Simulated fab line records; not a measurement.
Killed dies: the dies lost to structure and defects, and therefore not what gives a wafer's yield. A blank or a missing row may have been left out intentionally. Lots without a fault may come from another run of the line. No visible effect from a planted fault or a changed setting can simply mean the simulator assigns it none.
fab line records	flow nandHarc
[record] lots = 12	wafers = 36	lastDay = 33
route steps=1302 shown A_STAIRCASE@870 A_SGD_CUT@902 END@1302
lots that met no fault: taken from a fault-free run of the same line
startH: start of the lot's first displayed wafer, in hours after the record's first day	waitH: how many hours have passed since the lot's step before this one	" identical to the entry in the row above	L1.1+2: one row covering several wafers at once	- no value, or no start was given	* or withheld: withheld	< > ~ a bound
route shown NAME@n: names a module that has steps shown in the file, with the first one's number in the route	usual: mean and standard deviation over wafers with no fault	same: alike in all rows	chamber/n: place in a boat	sites: readings site by site	_std_site: the values' standard deviation	_edge_site: the outer-site mean with the inner-site mean subtracted	radiusMm: how far each site lies from the wafer's centre	mask NAME#n: copy n	behind: the last tool/chamber to shape the wafer	hold: the reason the lot was held/the length of the hold in hours/how it ended	device: whichever transistor did not switch (one of n, p or np)	end of line: the route-end tests of the same wafers	where a step has no rows: the recipe by itself	killed: dies lost to structure and defects at the first sort, not the wafer's yield	map: the dies of a wafer, with x for killed, . for not killed, _ for no die there
set.NAME: the setting as run; set.NAME@STEP: as run at that earlier step	model.NAME: the simulator's own value behind a step, which no gauge read
steps of the route over a sample of lots; a table a step, a row a wafer
services: the hour from which a tool's chamber was out of use, counted from the record's first day as startH (under 0 if before that day), plus the number of hours and why
[[steps]]
[step NHARC_A_STAIRCASE_ETCH_444]
[recipe] targetDepthA = 2.04e+05	timeS = 6800	c4f8FlowSccm = 20	o2FlowSccm = 10	arFlowSccm = withheld	rfW = 600	biasW = 1000	chemistry = C4F8/O2
[usual] oesProductAu = 0.933/0.021	rfVppV = 808/4.7	runLengthS = 6821.4/0.5
lot.wafer	tool	chamber	startH	waitH	oesProductAu	rfHoursCounterH	rfVppV	runLengthS
L912.3	rieDiel-07	2	444.40	0.1	0.906	47	811	6821.5
L912.2	"	0	"	"	0.917	52	803	6822.3
L912.5	"	2	"	"	0.911	-	810	6821.3
L910.4	rieDiel-08	2	444.40	0.1	0.948	17	809	6820.8
L910.2	"	1	445.78	1.5	0.951	22	815	6821.9
L910.5	"	2	"	"	0.955	-	807	6820.9
L911.3	rieDiel-08	0	448.13	3.7	0.967	25	808	6821.2
L911.4	"	1	"	"	0.966	24	814	6821.6
L911.5	"	3	"	"	0.950	-	814	6821.4
L913.2	rieDiel-04	1	466.81	0.1	0.931	29	805	6821.2
L913.1	"	0	468.22	1.5	0.914	31	815	6821.6
L913.5	"	2	"	"	0.933	-	799	6820.5
L916.3	rieDiel-04	3	483.90	0.1	0.920	38	807	6821.7
L916.2	"	1	"	"	0.943	36	804	6820.8
L916.1	"	2	"	"	0.932	38	799	6820.3
L918.2	rieDiel-04	1	502.60	0.5	0.941	42	804	6820.6
L918.4	"	2	"	"	0.938	42	800	6820.3
L918.6	"	1	504.52	2.4	0.931	-	806	6820.9
L920.4	rieDiel-08	2	534.06	2.9	0.930	55	808	6821.3
L920.5	"	2	535.93	4.7	0.923	-	806	6820.9
L920.6	"	3	"	"	0.919	-	815	6821.1
L925.4	rieDiel-08	3	585.83	0.5	0.982	8	813	6821.4
L925.3	"	1	"	"	0.944	11	813	6821.5
L925.5	"	3	"	"	0.979	-	814	6821.3
L928.3	rieDiel-07	0	614.51	0.1	0.929	41	800	6822
L928.4	"	2	"	"	0.930	40	810	6821.1
L928.5	"	0	"	"	0.922	-	800	6822.7
L929.1	rieDiel-07	2	625.72	0.6	0.925	43	810	6821.4
L929.2	"	3	"	"	0.913	44	809	6821.1
L929.5	"	1	"	"	0.922	-	807	6822.1
L930.2	rieDiel-07	3	635.67	0.6	0.912	48	808	6821.2
L930.3	"	1	"	"	0.916	52	804	6822.1
L930.5	"	2	"	"	0.917	-	810	6821.2
L931.3	rieDiel-04	3	661.00	1.0	0.965	32	807	6821.1
L931.6	"	1	"	"	0.991	-	804	6821.1
L931.5	"	2	"	"	0.975	-	797	6820.6
[step NHARC_A_STAIRCASE_DEP_471]
[recipe] targetThkA = 1000	tempC = 400	pressureTorr = 6.5	rfW = 900	teosFlowSccm = 161.4	flowSccm = 2650	targetThkNm = 100	gas = O2	material = SiO2
[usual] heaterPowerW = 525/78	throttleValvePct = 15.7/0.5
lot.wafer	tool	chamber	startH	waitH	heaterPowerW	sinceWetCleanH	throttleValvePct
L910.2	pecvd-03	2	450.95	-	403	72	15.4
L910.4	"	0	"	"	622	-	16.0
L910.5	"	1	"	"	729	-	15.5
L912.2	pecvd-04	2	450.98	-	526	164	15.5
L912.3	"	1	"	"	580	164	15.6
L912.5	"	2	"	"	544	-	15.2
L911.3	pecvd-03	1	453.69	-	638	74	15.3
L911.4	"	0	"	"	546	-	15.9
L911.5	"	2	"	"	376	-	15.3
L913.2	pecvd-04	1	473.22	-	578	5	15.7
L913.1	"	2	"	"	490	5	14.6
L913.5	"	1	"	"	562	-	15.7
L916.2	pecvd-03	1	490.44	-	652	111	15.5
L916.3	"	2	"	"	424	111	15.2
L916.1	"	0	"	"	569	111	15.9
L918.2	pecvd-04	0	508.69	-	475	41	15.9
L918.4	"	2	"	"	596	-	14.6
L918.6	"	1	"	"	680	-	15.7
L920.4	pecvd-03	2	540.74	-	425	-	15.3
L920.5	"	0	"	"	615	-	16.0
L920.6	"	1	"	"	684	-	15.9
L925.3	pecvd-03	0	592.00	-	587	-	16.1
L925.4	"	2	"	"	406	-	15.5
L925.5	"	2	"	"	424	-	15.2
L928.3	pecvd-02	2	620.93	-	472	18	15.5
L928.4	"	1	"	"	395	-	15.7
L928.5	"	2	"	"	476	-	15.7
L929.1	pecvd-02	2	631.64	-	497	29	15.5
L929.2	"	0	"	"	466	29	16.2
L929.5	"	2	"	"	515	-	15.6
L930.3	pecvd-02	2	641.69	-	462	39	15.7
L930.2	"	1	"	"	474	39	15.4
L930.5	"	2	"	"	457	-	15.5
L931.3	pecvd-02	2	669.21	-	535	67	15.5
L931.6	"	2	"	"	397	-	15.7
L931.5	"	1	"	"	531	-	15.7
[step NHARC_A_SGD_CUT_OVL_MEAS_10]
[usual] overlayXNm = -0.1/1	overlayYNm = -0.1/0.69
lot.wafer	tool	chamber	startH	waitH	overlayXNm	overlayYNm
L910.2	overlay-01	-	452.38	-	-1.6	-0.6
L910.4	"	-	"	"	-2.1	-0.2
L910.5	"	-	"	"	-1.8	-0.8
L912.2	overlay-02	-	452.54	-	1.0	-0.3
L912.3	"	-	"	"	1.1	-0.2
L912.5	"	-	"	"	1.2	-0.1
L911.3	overlay-02	-	455.06	-	0.3	0.5
L911.4	"	-	"	"	-0.2	0.4
L911.5	"	-	"	"	0.3	0.0
L913.1	overlay-01	-	474.71	-	0.6	-0.5
L913.2	"	-	"	"	0.8	-0.2
L913.5	"	-	"	"	0.9	-0.3
L916.1	overlay-02	-	491.93	-	-1.0	1.2
L916.2	"	-	"	"	-1.3	0.4
L916.3	"	-	"	"	-1.1	0.9
L918.2	overlay-02	-	510.16	-	1.0	-0.4
L918.4	"	-	"	"	0.7	-0.5
L918.6	"	-	"	"	0.8	0.1
L920.4	overlay-01	-	542.18	-	0.0	1.8
L920.5	"	-	"	"	0.1	1.3
L920.6	"	-	"	"	-0.3	0.9
L925.3	overlay-01	-	593.49	-	0.0	-0.3
L925.4	"	-	"	"	0.9	0.5
L925.5	"	-	"	"	0.9	0.5
L928.3	overlay-01	-	622.41	-	-0.1	0.0
L928.4	"	-	"	"	0.1	-0.3
L928.5	"	-	"	"	-0.3	-0.6
L929.1	overlay-02	-	633.10	-	0.1	-0.1
L929.2	"	-	"	"	-0.3	-0.4
L929.5	"	-	"	"	-0.1	-0.5
L930.2	overlay-01	-	643.66	-	-1.1	-1.1
L930.3	"	-	"	"	-0.7	-0.4
L930.5	"	-	"	"	-0.8	-0.5
L931.3	overlay-01	-	670.58	-	0.5	0.9
L931.5	"	-	"	"	0.3	0.7
L931.6	"	-	"	"	1.3	0.7
[step NHARC_A_SGD_CUT_ETCH_59]
[recipe] targetDepthA = 2600	overEtchFrac = 0.25	timeS = 406.25	ionEnergyEv = 200	n2FlowSccm = 150	h2FlowSccm = 150	arFlowSccm = 0	rfW = 400	biasW = 150	chemistry = N2/H2
[usual] drypumpMotorCurrentA = 5.58/0.28	oesProductAu = 1.006/0.011	rfVppV = 430.6/2.6	runLengthS = 427.6/0.53	showerheadPlenumPTorr = 2.04/0.086	throttleValvePct = 14.169/0.009
lot.wafer	tool	chamber	startH	waitH	drypumpMotorCurrentA	oesProductAu	rfHoursCounterH	rfVppV	runLengthS	showerheadPlenumPTorr	throttleValvePct
L910.2	rieDiel-05	1	452.71	-	5.97	1.009	3	428.7	427.5	1.98	14.161
L910.4	"	2	"	"	5.83	1.002	3	427.0	427.9	1.92	14.169
L910.5	"	0	"	"	5.53	0.998	-	429.7	427.4	2.00	14.152
L912.2	rieDiel-11	1	452.81	-	5.98	0.990	1	435.4	427.3	2.14	14.169
L912.3	"	2	"	"	5.22	1.001	2	432.8	428.2	2.13	14.173
L912.5	"	2	"	"	5.21	1.008	-	433.0	427.8	2.13	14.160
L911.3	rieDiel-05	3	455.34	-	5.46	1.010	4	428.7	428.4	1.98	14.165
L911.4	"	2	"	"	5.88	1.003	3	427.1	428.2	1.92	14.177
L911.5	"	3	"	"	5.46	1.022	-	429.3	428.0	1.98	14.158
L913.1	rieDiel-11	0	475.02	-	5.50	1.002	2	431.1	428.0	2.05	14.155
L913.2	"	1	"	"	5.97	0.990	3	432.1	427.6	2.14	14.161
L913.5	"	0	"	"	5.50	0.994	-	430.8	427.5	2.05	14.170
L916.1	rieDiel-11	2	492.24	-	5.20	1.008	4	434.6	427.8	2.13	14.172
L916.3	"	3	"	"	5.96	1.018	4	434.0	427.4	2.14	14.179
L916.2	"	0	"	"	5.50	1.010	4	429.8	427.4	2.05	14.151
L918.4	rieDiel-11	0	510.43	-	5.50	1.003	6	430.5	350.2	2.04	14.153
L918.2	"	3	"	"	5.98	1.001	7	432.5	349.8	2.14	14.176
L918.6	"	0	"	"	5.49	0.998	-	430.9	350.4	2.05	14.154
L920.4	rieDiel-11	2	542.48	-	5.22	1.012	10	433.5	350.5	2.13	14.157
L920.6	"	1	"	"	5.95	0.997	-	433.2	350.6	2.14	14.188
L920.5	"	2	"	"	5.24	1.012	-	432.6	350.6	2.13	14.169
L925.3	rieDiel-10	2	593.76	-	5.46	1.024	10	427.7	428.1	2.00	14.154
L925.4	"	3	"	"	5.65	0.996	9	429.6	427.7	2.04	14.168
L925.5	"	2	"	"	5.48	1.014	-	429.2	428.2	2.00	14.177
L928.4	rieDiel-05	3	622.74	-	5.44	1.008	3	427.3	428.7	1.98	14.158
L928.3	"	0	"	"	5.49	1.018	3	428.5	427.0	1.99	14.149
L928.5	"	1	"	"	5.96	1.013	-	428.7	427.6	1.97	14.179
L929.2	rieDiel-10	2	633.38	-	5.52	1.028	1	428.5	428.3	2.00	14.177
L929.1	"	3	"	"	5.63	0.993	1	429.3	427.5	2.03	14.172
L929.5	"	2	"	"	5.52	1.021	-	429.8	427.9	2.00	14.159
L930.3	rieDiel-05	0	643.97	-	5.50	1.010	4	430.3	427.0	1.99	14.173
L930.2	"	2	"	"	5.91	0.993	3	425.8	428.5	1.91	14.153
L930.5	"	0	"	"	5.51	1.021	-	428.7	426.9	1.99	14.156
L931.3	rieDiel-10	2	670.91	-	5.55	1.016	2	427.7	428.2	2.00	14.171
L931.6	"	0	"	"	5.09	1.008	-	427.9	426.4	1.95	14.162
L931.5	"	1	"	"	5.60	1.026	-	435.5	427.3	2.19	14.151
[step NHARC_END_SORT_01]
[recipe] tempC = 25
[usual] killedAtArray = 57/19	killedAtOther = 0.9/1.1	killedAtPeriphery = 4.0/2.6	killedDies = 62/19	killedOpen = 3.3/1.8	killedShort = 2.4/1.7
[same] grossDies = 677
lot.wafer	tool	chamber	startH	waitH	killedAtArray	killedAtOther	killedAtPeriphery	killedDies	killedOpen	killedShort
L918.2	prober-02	0	636.03	2.8	70	3	5	78	0	5
L918.4	prober-02	0	637.64	3.4	101	2	3	106	4	3
L918.6	prober-02	0	639.25	4.0	118	2	3	123	4	6
L920.4	prober-01	0	661.23	3.4	83	2	3	88	3	6
L920.5	prober-01	0	662.03	3.7	57	0	0	57	1	2
L920.6	prober-01	0	662.83	4.0	81	0	5	86	4	2
// killed by level:class
L918.2 A_CHANNEL_HOLE_D1:chamberFilmFlake=33 A_SLIT:chamberFilmFlake=14 A_CHANNEL_HOLE_D2:chamberFilmFlake=11 A_ZERO_WELL:chamberFilmFlake=3 THIN_TSV:chamberFilmFlake=3 A_CHANNEL_FILL_D2:geometricParticle:short=2 P_ZERO_WELL:chamberFilmFlake=2 A_DECK1_JOINT:chamberFilmFlake=2
L918.4 A_CHANNEL_HOLE_D1:chamberFilmFlake=36 A_SLIT:chamberFilmFlake=25 A_SGD_CUT:areaEtch=8 A_CHANNEL_HOLE_D2:chamberFilmFlake=7 A_CONTACT:chamberFilmFlake=6 A_STAIRCASE:chamberFilmFlake=4 A_CHANNEL_FILL_D1:chamberFilmFlake=3 A_CHANNEL_FILL_D2:geometricParticle:short=2
L918.6 A_SGD_CUT:areaEtch=49 A_CHANNEL_HOLE_D1:chamberFilmFlake=33 A_SLIT:chamberFilmFlake=18 A_CHANNEL_HOLE_D2:chamberFilmFlake=7 A_ZERO_WELL:chamberFilmFlake=2 A_CONTACT:chamberFilmFlake=2 P_GATE:geometricParticle:short=1 P_M0:geometricParticle:short=1
L920.4 A_SGD_CUT:areaEtch=42 A_CHANNEL_HOLE_D2:chamberFilmFlake=17 A_CONTACT:chamberFilmFlake=6 A_CHANNEL_HOLE_D1:chamberFilmFlake=5 A_ONON_D1:geometricParticle:short=4 A_STAIRCASE:chamberFilmFlake=4 P_ZERO_WELL:chamberFilmFlake=3 A_ONON_D1:geometricParticle:open=1
L920.5 A_SGD_CUT:areaEtch=26 A_CHANNEL_HOLE_D2:chamberFilmFlake=16 A_STAIRCASE:chamberFilmFlake=10 A_CONTACT:chamberFilmFlake=2 A_ONON_D1:geometricParticle:open=1 A_CHANNEL_FILL_D1:geometricParticle:short=1 A_WL_FILL:geometricParticle:short=1
L920.6 A_SGD_CUT:areaEtch=37 A_CHANNEL_HOLE_D2:chamberFilmFlake=15 A_STAIRCASE:chamberFilmFlake=8 A_CHANNEL_HOLE_D1:chamberFilmFlake=5 A_CONTACT:chamberFilmFlake=5 P_ZERO_WELL:chamberFilmFlake=2 A_CHANNEL_FILL_D2:chamberFilmFlake=2 A_SLIT:chamberFilmFlake=2
[[services]]
tool	chamber	startH	hours	kind
rieDiel-11	1	425.54	15.2	repair
rieDiel-11	-	432.50	9.0	pm
rieDiel-05	2	463.58	4.9	repair
pecvd-02	-	470.43	0.4	repair
rieDiel-07	-	473.84	9.0	pm
rieDiel-11	1	487.95	4.5	repair
rieDiel-11	2	505.16	5.1	repair
rieDiel-08	3	509.73	6.1	repair
rieDiel-05	0	511.53	4.4	repair
rieDiel-05	3	516.60	3.3	repair
rieDiel-11	3	533.93	1.6	repair
rieDiel-04	-	534.44	9.0	pm
rieDiel-11	-	541.86	0.1	repair
rieDiel-08	-	545.00	9.0	pm
pecvd-03	-	547.40	13.0	pm
rieDiel-04	1	581.89	3.3	repair
rieDiel-05	-	583.60	9.0	pm
pecvd-03	-	585.71	0.4	repair
pecvd-03	1	586.47	11.7	repair
pecvd-02	-	589.47	13.0	pm
pecvd-03	-	590.18	0.5	repair
rieDiel-11	-	601.62	17.9	repair
rieDiel-08	3	607.24	8.4	repair
rieDiel-11	-	619.54	9.0	pm
[[key]]
[firstSign] step = NHARC_A_SGD_CUT_ETCH_59	reading = runLengthS	direction = down	sigmas = 99+	usual = *	struck = *
[effect] step = NHARC_END_SORT_01	reading = killedDies	direction = up	sigmas = 1.5	usual = 62	struck = 90	wafersMoved = 2
metAt NHARC_A_SGD_CUT_ETCH_59
struckLots L918,L920
testerLeftOut L918,L920
notActingAt NHARC_A_STAIRCASE_ETCH_444,NHARC_A_STAIRCASE_DEP_471,NHARC_A_SGD_CUT_OVL_MEAS_10
onsetBetween 492.24 510.43
[fault] kind = processParameterDrift	tool = rieDiel-11	chamber = -	onsetH = 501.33	steps = NHARC_A_SGD_CUT_ETCH_59	channel = timeS	offset = *	shape = step	endH = 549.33	actsIn = *	stated = *
// testerLeftOut: of these lots the tester's yield and bins aren't shown, on N5 and GAA mostly nor the transistor test; their killed dies are dies lost to structure and defects alone, not to doping, threshold or leakage, so they don't give the yield
